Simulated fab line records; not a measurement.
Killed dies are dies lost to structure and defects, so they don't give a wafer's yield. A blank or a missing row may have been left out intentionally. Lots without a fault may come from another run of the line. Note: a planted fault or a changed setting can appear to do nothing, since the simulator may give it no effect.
Chamber matching | flow nand-harc | NHARC_A_M0_DEP_32 on pecvd-01 has 3 sister chambers
The step deposits SiCN, target thk 30 nm. 18 wafers are shown with their chamber, then 9 later ones without.

## WAFERS WITH THEIR CHAMBER
wafer  | chamber | heater-power-w (W)
L077.2 | 2       | 524
L077.3 | 1       | 534
L077.6 | 1       | 534
L076.2 | 0       | 552
L076.5 | 0       | 563
L076.6 | 1       | 590
L081.2 | 2       | 477
L081.3 | 0       | 627
L081.4 | 2       | 485
L082.3 | 2       | 570
L082.5 | 0       | 617
L082.6 | 2       | 565
L083.1 | 2       | 587
L083.2 | 1       | 621
L083.4 | 0       | 608
L084.1 | 2       | 590
L084.3 | 1       | 585
L084.5 | 0       | 626

SIGNATURES (averages over the wafers above)
reading        | chamber 0 | chamber 1 | chamber 2 | scatter within a chamber
heater-power-w | 598.83    | 572.80    | 542.57    | 40.5
Rule: distance of a wafer from a chamber = root of the sum over the readings of ((wafer's reading minus chamber's mean) / reading's scatter) squared. The wafer belongs to the nearest chamber; if the next one is less than 2 further off, it can't be placed. The scatter: take each reading less its chamber's mean, square it, sum over the shown wafers, divide by the number of wafers less the number of chambers, and take the root.

## WAFERS MISSING THEIR CHAMBER
wafer  | heater-power-w (W)
L089.2 | 526
L089.3 | 594
L089.4 | 602
L091.2 | 620
L091.4 | 595
L091.5 | 534
L093.2 | 597
L093.4 | 597
L093.6 | 587

## THE CHAMBER EACH PASSED THROUGH
wafer  | from the rows above          | in truth
L089.2 | can't be placed: 2 or 1 or 0 | 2
L089.3 | can't be placed: 0 or 1 or 2 | 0
L089.4 | can't be placed: 0 or 1 or 2 | 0
L091.2 | can't be placed: 0 or 1 or 2 | 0
L091.4 | can't be placed: 0 or 1 or 2 | 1
L091.5 | can't be placed: 2 or 1 or 0 | 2
L093.2 | can't be placed: 0 or 1 or 2 | 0
L093.4 | can't be placed: 0 or 1 or 2 | 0
L093.6 | can't be placed: 0 or 1 or 2 | 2
0 of 9 placed correctly. These rows do not allow placing 9 (true chamber among the candidates in 9). 0 placed wrongly.
